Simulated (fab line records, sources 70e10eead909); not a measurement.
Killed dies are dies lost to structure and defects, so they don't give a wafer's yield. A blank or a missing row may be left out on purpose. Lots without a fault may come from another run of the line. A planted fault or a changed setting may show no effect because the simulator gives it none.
A struck lot beside a sound one | flow nand_harc | 13 steps out of a route of 1302
Sound: wafers L806.2, L806.3, L806.4. Struck: wafers L812.3, L812.4, L812.5. The cause comes at the end.
At each step with rows: each side's tool, then ch and its chambers, then its first start. Under that, the readings that differ: sound wafers | struck wafers | difference of the means | sigmas: that difference in standard deviations of wafers without a fault.
alike: readings whose means differ by less than 2 such deviations, and words and numbers that are the same on both sides. not compared: withheld readings, readings that some wafer has no value for, bounds like >300 that may hide the same value, and numbers for which the record gives no deviation and whose values overlap.
The two part at a step that has a row with sigmas, a row that says differs or no value, or rows on one side only. Numbers that don't overlap but have no deviation are shown without sigmas and don't part them. A reading that every wafer of one side lacks parts them only if that side has two wafers or more.

NHARC_P_GATE_DESCUM_48: chemistry O2, time 3 s.
  sound on rie_diel-05 ch 1,2, day 5 20:25; struck on rie_diel-05 ch 2,3, day 7 23:41
  reading               | sound             | struck            | difference | sigmas
  oes_product_au (a.u.) | 0.990 0.994 0.991 | 1.008 1.004 1.007 | +0.015     | +2
  alike: drypump_motor_current_A, o2_flow_sccm, rf_vpp_V, showerhead_plenum_p_Torr, throttle_valve_pct
  not compared: rf_hours_counter_h
then, 1 step without rows for these wafers: NHARC_P_GATE_IMPLANT_49.
NHARC_P_GATE_STRIP_111: strips in N2/H2, time 250 s.
  sound on plasma_asher-01 ch 0,1, day 5 20:52; struck on plasma_asher-02 ch 0,1, day 8 00:09
  alike: drypump_motor_current_A, heater_power_w
  not compared: rf_hours_counter_h
NHARC_P_GATE_STRIP_75: strips in O2.
  sound on plasma_asher-01 ch 0,1, day 5 21:07; struck on plasma_asher-02 ch 0,1, day 8 00:23
  alike: drypump_motor_current_A, heater_power_w
  not compared: rf_hours_counter_h
then, 8 steps without rows for these wafers: NHARC_P_GATE_STRIP_50 (strips in SPM, time 900 s); NHARC_P_GATE_DEHYDRATE_51 (time 120 s); NHARC_P_GATE_HMDS_52 (time 30 s); NHARC_P_GATE_COAT_53; NHARC_P_GATE_SOFTBAKE_54 (time 95 s); NHARC_P_GATE_EBR_55; NHARC_P_GATE_EXPOSE_56 (exposes mask P PSD, target cd 720 nm); NHARC_P_GATE_PEB_57 (peb time 85 s).
NHARC_P_GATE_DEVELOP_58: time 70 s.
  sound on litho_track-03 ch 0, day 5 21:00; struck on litho_track-07, day 8 01:00
  no value came back on the struck wafers for chill_plate_temp_C (C), exhaust_pa (Pa); on the sound wafers chill_plate_temp_C (C) reads 23.16 22.90 22.98

WHERE THEY PART
First at NHARC_P_GATE_DESCUM_48; last, within this record, at NHARC_P_GATE_DEVELOP_58.

WHY: what the simulator had put in
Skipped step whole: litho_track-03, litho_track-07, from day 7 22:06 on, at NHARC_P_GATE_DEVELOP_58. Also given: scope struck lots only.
